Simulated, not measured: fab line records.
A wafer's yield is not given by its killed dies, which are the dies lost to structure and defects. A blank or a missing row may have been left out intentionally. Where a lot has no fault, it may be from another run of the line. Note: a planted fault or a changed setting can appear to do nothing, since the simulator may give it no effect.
Chamber matching || flow n5Finfet || 4 sister chambers for N5_BEOL_M10_CMP_52 on cmp-03
The step polishes, stops on SiCOH lowk, t overpolish 7 s, target thk 140 nm. 4 wafers are shown with their chamber, then 8 later ones without.

== WAFERS PAIRED WITH THEIR CHAMBERS ==
{"wafer": "L089.6", "chamber": 0, "motorCurrentA (A)": 5.4}
{"wafer": "L091.1", "chamber": 1, "motorCurrentA (A)": 5.5}
{"wafer": "L091.2", "chamber": 2, "motorCurrentA (A)": 7.4}
{"wafer": "L095.1", "chamber": 3, "motorCurrentA (A)": 5.7}

== WAFERS WITHOUT THEIR CHAMBER ==
{"wafer": "L095.2", "motorCurrentA (A)": 5.6}
{"wafer": "L095.4", "motorCurrentA (A)": 5.5}
{"wafer": "L094.2", "motorCurrentA (A)": 5.4}
{"wafer": "L094.3", "motorCurrentA (A)": 5.7}
{"wafer": "L094.5", "motorCurrentA (A)": 7.4}
{"wafer": "L097.2", "motorCurrentA (A)": 5.4}
{"wafer": "L097.4", "motorCurrentA (A)": 6.0}
{"wafer": "L097.5", "motorCurrentA (A)": 7.0}

== WHICH CHAMBER EACH ONE RAN IN ==
{"wafer": "L095.2", "from the rows above": "can't be placed: 1 or 3 or 0", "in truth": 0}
{"wafer": "L095.4", "from the rows above": "can't be placed: 1 or 0 or 3", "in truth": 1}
{"wafer": "L094.2", "from the rows above": "can't be placed: 0 or 1 or 3", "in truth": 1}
{"wafer": "L094.3", "from the rows above": "can't be placed: 3 or 1 or 0", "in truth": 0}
{"wafer": "L094.5", "from the rows above": 2, "in truth": 2}
{"wafer": "L097.2", "from the rows above": "can't be placed: 0 or 1 or 3", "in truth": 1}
{"wafer": "L097.4", "from the rows above": "can't be placed: 3 or 1 or 0", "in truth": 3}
{"wafer": "L097.5", "from the rows above": 2, "in truth": 2}
Correct placement for 2 of the 8. Cannot be placed on the basis of these rows: 6; the candidates contain the true chamber in 6. 0 placed wrongly.
How it was worked out, from the rows above alone: a wafer's distance from a chamber is the root of the sum, over the readings, of the square of ((its reading less the chamber's mean) divided by the reading's scatter). If the next closest chamber is less than 2 further off than the closest, the wafer can't be placed; otherwise it belongs to the closest. Each chamber's mean is taken over the wafers shown for it. The scatter (one wafer shown for each chamber): square how far every hidden wafer sits from the nearest shown wafer, average those squares and take the square root.
